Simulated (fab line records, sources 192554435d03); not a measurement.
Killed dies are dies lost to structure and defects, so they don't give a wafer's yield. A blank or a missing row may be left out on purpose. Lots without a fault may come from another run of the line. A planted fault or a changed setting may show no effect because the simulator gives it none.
fab line records | flow n5_finfet
record lots=9 wafers=26 last_day=17
route steps=1938 shown BEOL_M4@1111 BEOL_M14@1762 BEOL_M15@1773 PASSIVATION@1936
lots that met no fault: from a run of the same line without faults
start_h: hours from the record's first day to the start of the lot's first wafer shown | wait_h: hours since the lot's step before | " the same as in the row above | L1.1+2: a row that stands for several wafers | - no value, or no start given | * or withheld: withheld | < > ~ a bound
route shown NAME@n: a module of which the file shows steps, and the number in the route of the first | usual: mean/standard deviation of fault-free wafers | same: alike in all rows | chamber/n: place in a boat | sites: the reading at each site | _std_site: their standard deviation | _edge_site: outer sites' mean less inner sites' | radius_mm: how far each site lies from the wafer's centre | mask NAME#n: copy n | behind: the tool/chamber that last shaped the wafer | hold: why the lot was held/for how many hours/how that ended | device: the transistor (n, p or np) that didn't switch | end of line: the same wafers' tests at the end of the route | a step without rows: its recipe alone | killed: dies lost to structure and defects at the first sort, not the wafer's yield | map: a wafer's dies, x killed, . not, _ none there
set.NAME: the setting as run; set.NAME@STEP: as run at that earlier step | model.NAME: the simulator's own value behind a step, which no gauge read
steps of the route over a sample of lots; a table a step, a row a wafer
services: from which hour (start_h, from the record's first day; less than 0 if before it) a tool's chamber was out of use, for how many hours, and why
## steps
# step N5_BEOL_M4_RC_MEAS_101
# usual DIBL_N=36.0/2.2 DIBL_P=35.9/2.6 IOFF_N=0.16/0.038 IOFF_P=0.21/0.042 ION_N=675/15 ION_P=463/10 SS_N=71.5/0.62 SS_P=73.2/0.76 VT_N=250/4.1 VT_P=-251/3.6
# columns lot.wafer tool chamber start_h wait_h DIBL_N[mV/V] DIBL_P[mV/V] IOFF_N[nA/um] IOFF_P[nA/um] ION_N[uA/um] ION_P[uA/um] SS_N[mV/dec] SS_P[mV/dec] VT_N[mV] VT_P[mV]
L640.1 prober-01 0 168.74 0.0 37.3 37.3 0.17 0.21 674 461 71.5 73.2 251 -254
L640.5 " 0 " " 35.4 35.0 0.14 0.19 667 454 71.6 72.4 251 -253
L644.2 prober-01 0 195.36 0.2 38.7 39.3 0.21 0.26 690 471 72.2 74.5 245 -249
L644.4 " 0 " " 36.1 35.5 0.16 0.19 675 459 72.4 73.7 249 -251
L644.6 " 0 " " 33.1 32.3 0.12 0.16 662 452 71.2 72.1 252 -253
L652.1 prober-02 0 253.67 0.0 35.7 35.0 0.15 0.19 671 464 70.9 72.2 248 -250
L652.4 " 0 " " 32.8 31.4 0.11 0.15 670 458 70.7 72.1 253 -254
L652.5 " 0 " " 36.7 34.6 0.16 0.19 669 457 71.8 72.8 249 -250
L655.3 prober-01 0 262.40 0.3 36.0 37.5 0.18 0.24 687 470 71.2 73.3 246 -246
L655.5 " 0 " " 37.0 38.6 0.19 0.25 691 475 71.3 73.8 246 -247
L655.6 " 0 " " 34.2 34.9 0.15 0.19 694 480 71.1 72.6 249 -250
L654.2 prober-01 0 264.52 0.2 35.9 34.9 0.14 0.17 670 458 71.9 73.3 253 -257
L654.4 " 0 " " 34.5 34.9 0.14 0.17 656 452 71.3 74.0 248 -256
L654.6 " 0 " " 33.3 32.4 0.10 0.15 632 438 71.4 73.3 254 -259
L656.1 prober-02 0 266.93 0.0 37.0 38.5 0.17 0.24 661 456 72.0 73.5 246 -249
L656.2 " 0 " " 37.4 38.1 0.20 0.23 697 478 71.2 73.8 243 -251
L656.6 " 0 " " 36.6 36.9 0.17 0.22 686 464 70.7 72.4 248 -250
L660.1 prober-02 0 290.17 0.0 35.9 36.9 0.17 0.28 684 476 71.5 74.2 249 -243
L660.4 " 0 " " 32.9 32.5 0.12 0.19 663 462 70.3 72.6 255 -249
L660.5 " 0 " " 33.8 31.9 0.12 0.18 656 454 70.8 72.2 252 -251
L661.1 prober-01 0 306.25 0.0 37.4 40.0 0.21 0.26 678 458 71.8 74.5 242 -250
L661.2 " 0 " " 33.0 33.5 0.14 0.17 679 467 71.5 72.5 249 -254
L661.3 " 0 " " 37.6 40.5 0.22 0.25 692 470 72.9 74.6 244 -249
L662.1 prober-02 0 306.35 0.0 36.0 37.0 0.18 0.25 684 464 71.0 73.4 245 -248
L662.2 " 0 " " 35.7 36.7 0.18 0.25 693 475 71.2 73.6 244 -245
L662.6 " 0 " " 35.6 37.8 0.19 0.28 700 491 71.5 74.2 245 -245
# step N5_BEOL_M14_SPUTTER_43
# recipe material=TaN target_thk_a=150 temp_c=50 bias_v=168.6 power_w=15000 chamber_pressure_pa=0.12 time_s=24.19
# usual susceptor_temp_C=50.00/0.12 throttle_valve_pct=29.8/1.2
# columns lot.wafer tool chamber start_h wait_h susceptor_temp_C throttle_valve_pct
L640.1 pvd_sputter-02 - 253.75 0.0 49.88 29.2
L640.5 " - " " 49.96 32.4
L644.2 pvd_sputter-01 - 286.66 0.0 49.80 30.6
L644.4 " - " " 50.05 30.9
L644.6 " - " " 50.00 29.5
L652.1 pvd_sputter-01 - 338.32 0.0 49.83 29.0
L652.4 " - " " 50.03 30.6
L652.5 " - " " 50.00 28.8
L655.3 pvd_sputter-02 - 344.26 0.0 50.08 29.0
L655.5 " - " " 49.98 29.0
L655.6 " - " " 50.02 28.0
L654.2 pvd_sputter-01 - 349.75 0.0 49.88 30.3
L654.4 " - " " 49.79 29.2
L654.6 " - " " 50.12 31.1
L656.1 pvd_sputter-03 - 350.47 0.0 49.93 29.9
L656.2 " - " " 49.99 29.9
L656.6 " - " " 49.96 28.5
L660.1 pvd_sputter-02 - 368.34 0.0 50.04 27.7
L660.4 " - " " 49.84 28.9
L660.5 " - " " 50.01 32.1
L662.1 pvd_sputter-02 - 380.37 0.0 49.93 27.7
L662.2 " - " " 49.87 29.0
L662.6 " - " " 50.00 27.9
L661.1 pvd_sputter-03 - 385.41 0.0 50.10 29.8
L661.2 " - " " 50.00 30.0
L661.3 " - " " 50.03 30.1
# step N5_BEOL_M15_ILD_DEP_00
# recipe material=SiO2 target_thk_a=16293 temp_c=400 precursor=TEOS/O2 pressure_torr=6.5 rf_w=900 teos_flow_sccm=161.4 gas=O2 flow_sccm=2650 time_s=346.1
# usual heater_power_w=583/100 showerhead_plenum_p_Torr=8.355/0.029 susceptor_temp_C=400.00/0.23 throttle_valve_pct=18.7/1.1
# columns lot.wafer tool chamber start_h wait_h heater_power_w showerhead_plenum_p_Torr susceptor_temp_C throttle_valve_pct
L640.1 pecvd-03 2 255.02 0.0 486 8.366 400.19 17.4
L640.5 " 0 " " 472 8.395 399.99 17.6
L644.2 pecvd-03 2 288.10 0.0 393 8.357 400.09 17.8
L644.4 " 0 " " 632 8.357 399.69 17.3
L644.6 " 1 " " 592 8.389 400.15 19.1
L652.1 pecvd-04 1 339.61 0.0 557 8.350 400.39 18.7
L652.4 " 0 " " 648 8.377 399.91 18.9
L652.5 " 1 " " 668 8.347 400.16 18.3
L655.3 pecvd-02 2 345.52 0.0 581 8.366 399.97 17.2
L655.5 " 2 " " 654 8.360 399.75 17.0
L655.6 " 0 " " 464 8.359 399.87 19.6
L654.2 pecvd-02 2 351.02 0.0 664 8.337 399.92 17.3
L654.4 " 1 " " 556 8.311 399.87 19.6
L654.6 " 0 " " 470 8.363 400.21 19.6
L656.1 pecvd-02 1 352.02 0.0 534 8.337 399.54 19.6
L656.2 " 2 " " 637 8.343 400.11 17.1
L656.6 " 2 " " 512 8.341 399.84 16.9
L660.1 pecvd-04 2 369.59 0.0 605 8.310 399.92 20.6
L660.4 " 0 " " 619 8.338 399.99 18.8
L660.5 " 1 " " 685 8.377 400.00 18.5
L662.1 pecvd-02 1 382.51 0.0 454 8.309 399.84 19.8
L662.2 " 2 " " 651 8.391 399.78 17.3
L662.6 " 2 " " 501 8.345 399.82 17.0
L661.1 pecvd-04 0 386.80 0.0 800 8.354 400.31 18.7
L661.2 " 2 " " 556 8.328 399.98 20.8
L661.3 " 0 " " 637 8.376 400.74 18.6
# step N5_BEOL_M15_ETCH_57
# recipe chemistry=N2/H2 target=SOC source_w=3000 bias_w=350 time_s=750 ion_energy_ev=200 pressure_mtorr=30 n2_flow_sccm=200 h2_flow_sccm=200
# usual bias_w=350.0/0.96 chamber_pressure_mTorr=30.001/0.026 drypump_motor_current_A=5.8/0.5 n2_flow_sccm=200.0/0.63 oes_product_au=0.77/0.07 rf_vpp_V=523.2/1.8 showerhead_plenum_p_Torr=2.52/0.055 throttle_valve_pct=17.76/0.27
# columns lot.wafer tool chamber start_h wait_h bias_w chamber_pressure_mTorr drypump_motor_current_A n2_flow_sccm oes_product_au rf_hours_counter_h rf_vpp_V showerhead_plenum_p_Torr throttle_valve_pct
L640.1 rie_diel-02 0 256.26 - 350.0 29.999 5.4 200.5 0.84 69 520.9 2.50 17.44
L640.5 " 2 " " 348.4 30.026 6.5 200.2 0.69 - 524.8 2.51 17.82
L644.2 rie_diel-02 0 289.72 - 350.0 30.000 5.4 199.6 0.83 78 524.4 2.49 17.44
L644.4 " 3 " " 350.9 30.031 5.4 200.5 0.73 194 523.9 2.55 18.23
L644.6 " 1 " " 348.8 29.995 5.7 199.8 0.76 - 522.9 2.44 17.78
L652.1 rie_diel-02 2 340.88 - - - - - - - - - -
L652.4 " 1 " " - - - - - - - - -
L652.5 " 0 " " - - - - - - - - -
L655.3 rie_diel-02 3 347.31 - 350.2 30.013 5.4 199.7 0.72 212 521.7 2.54 18.26
L655.5 " 0 " " 349.2 30.019 5.4 199.0 0.82 - 521.1 2.49 17.48
L655.6 " 1 " " 349.9 30.011 5.7 199.4 0.75 - 521.8 2.44 17.80
L654.2 rie_diel-02 3 352.26 - - - - - - - - - -
L654.4 " 0 " " - - - - - - - - -
L654.6 " 2 " " - - - - - - - - -
L656.1 rie_diel-03 1 353.73 - 349.5 30.043 4.7 198.6 0.84 71 524.9 2.59 17.65
L656.2 " 0 " " 349.6 30.028 5.3 199.4 0.78 136 521.6 2.45 17.84
L656.6 " 3 " " 349.6 29.978 6.7 199.5 0.77 - 523.1 2.55 17.69
L660.1 rie_diel-02 2 371.39 - 349.6 30.002 6.5 199.3 0.67 220 523.0 2.50 17.91
L660.4 " 2 " " 349.6 30.049 6.4 199.8 0.67 - 523.7 2.50 17.88
L660.5 " 1 " " 349.5 30.030 5.7 199.5 0.74 - 522.7 2.43 17.83
L662.1 rie_diel-02 2 384.06 - 351.0 30.022 6.4 199.7 0.66 224 522.7 2.50 17.91
L662.2 " 1 " " 350.2 29.998 5.7 199.9 0.73 152 521.3 2.43 17.83
L662.6 " 1 " " 350.3 29.936 5.7 200.1 0.74 - 522.3 2.43 17.84
L661.1 rie_diel-02 3 388.47 - 349.5 29.986 5.4 201.1 0.70 226 522.3 2.54 18.28
L661.2 " 1 " " 350.7 29.993 5.7 200.3 0.74 154 520.4 2.43 17.83
L661.3 " 2 " " 351.0 29.959 6.4 200.3 0.66 226 523.3 2.50 17.90
# step N5_BEOL_M15_DESCUM_33
# recipe chemistry=O2 time_s=7.9 source_power_w=50 bias_power_w=20 pressure_mtorr=20 rf_frequency_hz=2.712e+07 temp_c=40 o2_flow_sccm=225
# usual bias_power_w=20.00/0.063 drypump_motor_current_A=5.8/0.52 oes_product_au=0.77/0.068 rf_vpp_V=242.8/1.2 showerhead_plenum_p_Torr=2.08/0.045 throttle_valve_pct=20.45/0.26
# columns lot.wafer tool chamber start_h wait_h bias_power_w drypump_motor_current_A oes_product_au rf_hours_counter_h rf_vpp_V showerhead_plenum_p_Torr throttle_valve_pct
L640.1 rie_diel-02 2 257.25 0.0 19.98 6.4 0.71 185 243.6 2.11 20.80
L640.5 " 3 " " 19.99 5.4 0.73 - 243.8 2.08 20.68
L644.2 rie_diel-02 0 291.30 0.7 20.01 5.4 0.83 79 242.1 2.06 20.12
L644.4 " 2 " " 20.02 6.5 0.69 194 243.2 2.11 20.81
L644.6 " 3 " " 19.94 5.4 0.73 - 242.6 2.08 20.71
L652.1 rie_diel-05 2 341.87 0.0 20.05 5.9 0.76 153 242.4 2.10 20.34
L652.4 " 3 " " 19.94 6.4 0.78 135 242.1 2.04 20.83
L652.5 " 1 " " 19.85 5.6 0.69 - 243.9 2.14 20.30
L655.3 rie_diel-03 2 348.19 0.0 20.06 5.7 0.89 22 245.4 2.15 20.20
L655.5 " 3 " " 19.99 6.6 0.76 - 243.4 2.11 20.35
L655.6 " 0 " " 20.00 5.3 0.77 - 241.2 2.03 20.58
L654.2 rie_diel-05 3 353.42 0.2 20.07 6.4 0.77 139 243.4 2.03 20.83
L654.4 " 1 " " 20.06 5.7 0.70 - 242.3 2.14 20.30
L654.6 " 3 " " 20.14 6.4 0.77 - 242.1 2.03 20.83
L656.1 rie_diel-02 1 354.72 0.0 20.08 5.7 0.77 143 241.1 2.00 20.35
L656.2 " 0 " " 19.95 5.4 0.82 101 240.9 2.05 20.17
L656.6 " 2 " " 20.02 6.4 0.68 - 242.5 2.10 20.82
L660.1 rie_diel-05 3 372.27 0.0 19.96 6.4 0.78 146 242.8 2.03 20.83
L660.4 " 0 " " 19.99 5.8 0.90 26 242.2 2.03 19.94
L660.5 " 0 " " 19.96 5.8 0.90 - 241.3 2.03 19.94
L662.1 rie_diel-03 2 385.13 0.1 20.08 5.7 0.88 32 244.3 2.15 20.23
L662.2 " 0 " " 20.00 5.3 0.76 145 242.3 2.02 20.58
L662.6 " 0 " " 20.01 5.3 0.76 - 242.2 2.02 20.59
L661.1 rie_diel-02 1 389.45 0.0 20.06 5.7 0.74 154 241.3 2.00 20.36
L661.2 " 2 " " 19.98 6.5 0.67 227 243.4 2.10 20.88
L661.3 " 3 " " 19.98 5.4 0.71 227 241.6 2.07 20.74
# step N5_PASSIVATION_PROBE_49
# usual defect_limited_yield=91.4/1.6 killed_at_M0_to_M3=35/10 killed_at_M4_up=12/4.7 killed_at_contacts=12/5.8 killed_at_front_end=38/12 killed_at_other=4/3.2 killed_dies=102/18 killed_on_rim=13/4.2 killed_open=68/14 killed_short=32/8 sort_bin_5_function=5.1/0.96 sort_bin_6_memory=3.2/0.77 sort_n_pass=1078/20 sort_yield_pct=91.3/1.7
# same gross_dies=1180 killed_at_back_side=0 sort_bin_4_leakage[%]=0 sort_bin_8_speed[%]=0
# columns lot.wafer tool chamber start_h wait_h defect_limited_yield[%] killed_at_M0_to_M3 killed_at_M4_up killed_at_contacts killed_at_front_end killed_at_other killed_dies killed_on_rim killed_open killed_short sort_bin_5_function[%] sort_bin_6_memory[%] sort_n_pass sort_yield_pct[%]
L640.1 prober-02 - 275.55 0.0 93.6 31 10 7 24 4 76 8 45 30 3.8 2.4 1104 93.6
L640.5 prober-02 - 275.75 0.2 90.9 31 23 10 36 7 107 14 78 21 4.5 3.7 1073 90.9
L652.1 prober-01 - 359.75 0.5 0 29 1101 12 36 2 1180 152 69 24 97.0 2.4 0 0
L652.4 prober-01 - 359.90 0.6 0 27 1103 15 30 5 1180 152 53 32 98.0 1.9 0 0
L652.5 prober-01 - 359.95 0.7 0 29 1096 12 40 3 1180 152 69 25 96.4 3.3 0 0
L654.2 prober-01 - 373.35 0.1 0 45 1071 7 44 13 1180 152 83 45 94.8 4.9 0 0
L654.4 prober-01 - 373.45 0.2 0 46 1078 11 36 9 1180 152 91 28 96.3 3.6 0 0
L654.6 prober-01 - 373.55 0.3 0 48 1073 23 30 6 1180 152 81 35 96.0 3.9 0 0
# killed by level:class
L640.1 BEOL_M2:geometric_particle:open=8 BEOL_M0_SAQP:geometric_particle:short=7 BEOL_M3:geometric_particle:open=5 MOL_CONTACT_COAG:geometric_particle:open=4 GATE_CUT:geometric_particle:short=4 STI_FIN_REVEAL:geometric_particle:open=3 BEOL_M0_SAQP:geometric_particle:open=3 MOL_CONTACT_COAG:geometric_particle:short=3
L640.5 MOL_CONTACT_COAG:geometric_particle:open=10 BEOL_M1:geometric_particle:open=10 BEOL_M4:geometric_particle:open=9 GATE_CUT:geometric_particle:open=7 BEOL_M2:geometric_particle:open=7 HKMG_FIN:area_etch=7 FIN_SAQP:geometric_particle:open=6 FIN_SAQP:geometric_particle:short=5
L652.1 BEOL_M15:area_etch=1087 BEOL_M0_SAQP:geometric_particle:open=10 GATE_CUT:geometric_particle:open=9 MOL_CONTACT_COAG:geometric_particle:open=9 FIN_SAQP:geometric_particle:open=7 BEOL_M0_SAQP:geometric_particle:short=6 BEOL_M2:geometric_particle:open=6 DUMMY_GATE:geometric_particle:open=5
L652.4 BEOL_M15:area_etch=1094 STI_FIN_REVEAL:geometric_particle:open=12 BEOL_M0_SAQP:geometric_particle:short=12 MOL_CONTACT_COAG:geometric_particle:open=11 BEOL_M0_SAQP:geometric_particle:open=8 GATE_CUT:geometric_particle:short=4 MOL_CONTACT_COAG:geometric_particle:short=4 PASS1_CAP:geometric_particle:open=4
L652.5 BEOL_M15:area_etch=1083 STI_FIN_REVEAL:geometric_particle:open=8 MOL_CONTACT_COAG:geometric_particle:open=8 BEOL_M0_SAQP:geometric_particle:open=8 BEOL_M1:geometric_particle:open=7 BEOL_M7:geometric_particle:open=7 FIN_SAQP:geometric_particle:short=6 BEOL_M2:geometric_particle:open=6
L654.2 BEOL_M15:area_etch=1052 BEOL_M0_SAQP:geometric_particle:open=13 FIN_SAQP:geometric_particle:short=12 STI_FIN_REVEAL:geometric_particle:open=12 BEOL_M0_SAQP:geometric_particle:short=12 BEOL_M4:geometric_particle:open=11 BEOL_M3:geometric_particle:open=9 FIN_SAQP:geometric_particle:open=7
L654.4 BEOL_M15:area_etch=1061 BEOL_M3:geometric_particle:open=15 BEOL_M2:geometric_particle:open=11 STI_FIN_REVEAL:geometric_particle:open=9 MOL_CONTACT_COAG:geometric_particle:open=9 BEOL_M0_SAQP:geometric_particle:open=7 FIN_SAQP:geometric_particle:open=6 BEOL_M0_SAQP:geometric_particle:short=6
L654.6 BEOL_M15:area_etch=1064 MOL_CONTACT_COAG:geometric_particle:open=21 BEOL_M0_SAQP:geometric_particle:short=14 BEOL_M0_SAQP:geometric_particle:open=13 BEOL_M3:geometric_particle:open=9 BEOL_M2:geometric_particle:open=8 STI_FIN_REVEAL:geometric_particle:open=7 ILD0:geometric_particle:open=5
## services
# columns tool chamber start_h hours kind
rie_diel-02 - 249.58 2.8 pm
pecvd-02 0 251.39 5.1 repair
rie_diel-03 2 261.75 - clean
rie_diel-03 2 261.75 - consumable_replace:focus_ring
rie_diel-03 2 261.75 24.2 scheduled_down
rie_diel-03 2 261.75 24.2 vent_cycle
rie_diel-05 0 269.66 - clean
rie_diel-05 0 269.66 - consumable_replace:focus_ring
rie_diel-05 0 269.66 24.8 scheduled_down
rie_diel-05 0 269.66 24.8 vent_cycle
pecvd-04 1 287.78 2.1 scheduled_down
pvd_sputter-01 - 346.24 2.4 repair
rie_diel-05 2 348.81 20.3 repair
pecvd-04 1 383.66 - clean
pecvd-04 1 383.66 - consumable_replace:showerhead
## key
first_sign step=N5_BEOL_M15_ETCH_57 reading=tool_record direction=missing
effect step=N5_PASSIVATION_PROBE_49 reading=killed_at_M4_up direction=up sigmas=99+ usual=12 struck=1087
more_kills_born_at N5_BEOL_M15_ETCH_57@rie_diel-02=6441
met_at N5_BEOL_M15_ETCH_57
struck_lots L652,L654
later_rows_left_out L652.1,L652.4,L652.5,L654.2,L654.4,L654.6
not_acting_at N5_BEOL_M14_SPUTTER_43,N5_BEOL_M15_ILD_DEP_00,N5_BEOL_M15_DESCUM_33
onset_between 289.72 340.88
fault kind=skipped_step_whole tool=rie_diel-02 chamber=- onset_h=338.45 steps=N5_BEOL_M15_ETCH_57 scope=struck_lots_only
# later_rows_left_out: the simulator's readings of these wafers behind a module that went badly wrong aren't trusted and aren't shown, but for the sort
